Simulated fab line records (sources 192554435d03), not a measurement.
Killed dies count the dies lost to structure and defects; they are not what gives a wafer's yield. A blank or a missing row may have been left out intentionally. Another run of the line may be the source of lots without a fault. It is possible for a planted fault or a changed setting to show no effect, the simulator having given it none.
3 desks, one fault	flow n5_finfet	numbers are kept per desk, each desk with only its own; the story behind them comes last

## AT THE METROLOGY DESK
Means of the sampled wafers that have a number, per lot and without regard to the tool the lot ran on: this is what the gauges read. Marked OUT: a lot whose mean sits more than 4 standard deviations from the usual mean, which makes it out of limits; the brackets give that distance. Of its 12 readings 7 are shown: those that lie furthest out on some lot.
Columns: A = cd_nm at N5_BEOL_M3_CD_MEAS_28, usual 25.67 nm; B = DIBL_N at N5_BEOL_M4_RC_MEAS_101, usual 36.9 mV/V; C = ION_N at N5_BEOL_M4_RC_MEAS_101, usual 674 uA/um; D = ION_P at N5_BEOL_M4_RC_MEAS_101, usual 463 uA/um; E = SS_N at N5_BEOL_M4_RC_MEAS_101, usual 71.7 mV/dec; F = SS_P at N5_BEOL_M4_RC_MEAS_101, usual 73.5 mV/dec; G = VT_P at N5_BEOL_M4_RC_MEAS_101, usual -250 mV
lot	first seen here	A	B	C	D	E	F	G
L369	day 7 09:31	25.59	37.2	664	453	71.2	73.6	-254
L376	day 9 14:19	25.61	36.0	677	461	71.3	73.8	-249
L375	day 9 14:33	25.87	34.8	672	465	70.9	72.7	-251
L379	day 10 12:07	25.49	35.7	667	455	71.8	73.4	-255
L386	day 11 21:05	25.99	38.3	686	471	71.6	73.9	-246
This desk found nothing out of limits on any of the 5 lots.

## DESK OF THE TOOL OWNER: rie_diel-04
The tool's own readings at N5_BEOL_M3_DESCUM_33 (chemistry O2, time 7 s): means of the sampled wafers that have a number, for each lot that ran on this tool. Marked OUT: a lot whose mean sits more than 4 standard deviations from the usual mean, which makes it out of limits; the brackets give that distance.
Columns: A = chamber_pressure_mTorr at N5_BEOL_M3_DESCUM_33, usual 20.001 mTorr; B = drypump_motor_current_A at N5_BEOL_M3_DESCUM_33, usual 5.3 A; C = oes_product_au at N5_BEOL_M3_DESCUM_33, usual 0.80 a.u.; D = rf_vpp_V at N5_BEOL_M3_DESCUM_33, usual 243.4 V; E = showerhead_plenum_p_Torr at N5_BEOL_M3_DESCUM_33, usual 2.12 Torr; F = throttle_valve_pct at N5_BEOL_M3_DESCUM_33, usual 20.47 %
lot	first seen here	A	B	C	D	E	F
L379	day 10 12:14	19.994	5.6	0.79	244.4	2.13	20.58
L386	day 11 21:13	19.997	5.4	0.81	242.9	2.12	20.27
This desk found nothing out of limits on any of the 2 lots.

## THE DEFECT DESK
What the inspections along the route counted, lot by lot: means of the sampled wafers that have a number. Marked OUT: a lot whose mean sits more than 4 standard deviations from the usual mean, which makes it out of limits; the brackets give that distance.
Columns: A = raw_defect_count at N5_BEOL_M3_INSPECT_30, usual 451
lot	first seen here	A
L369	day 7 09:36	302
L376	day 9 14:25	404
L375	day 9 14:38	425
L379	day 10 12:13	506
L386	day 11 21:11	307
This desk found nothing out of limits on any of the 5 lots.

## PUT TOGETHER
From the metrology desk's view, nothing was out of limits.
Nothing out of limits was seen by the tool owner's desk.
The defect desk saw nothing out of limits.

## WHAT THE SIMULATOR HAD PUT IN
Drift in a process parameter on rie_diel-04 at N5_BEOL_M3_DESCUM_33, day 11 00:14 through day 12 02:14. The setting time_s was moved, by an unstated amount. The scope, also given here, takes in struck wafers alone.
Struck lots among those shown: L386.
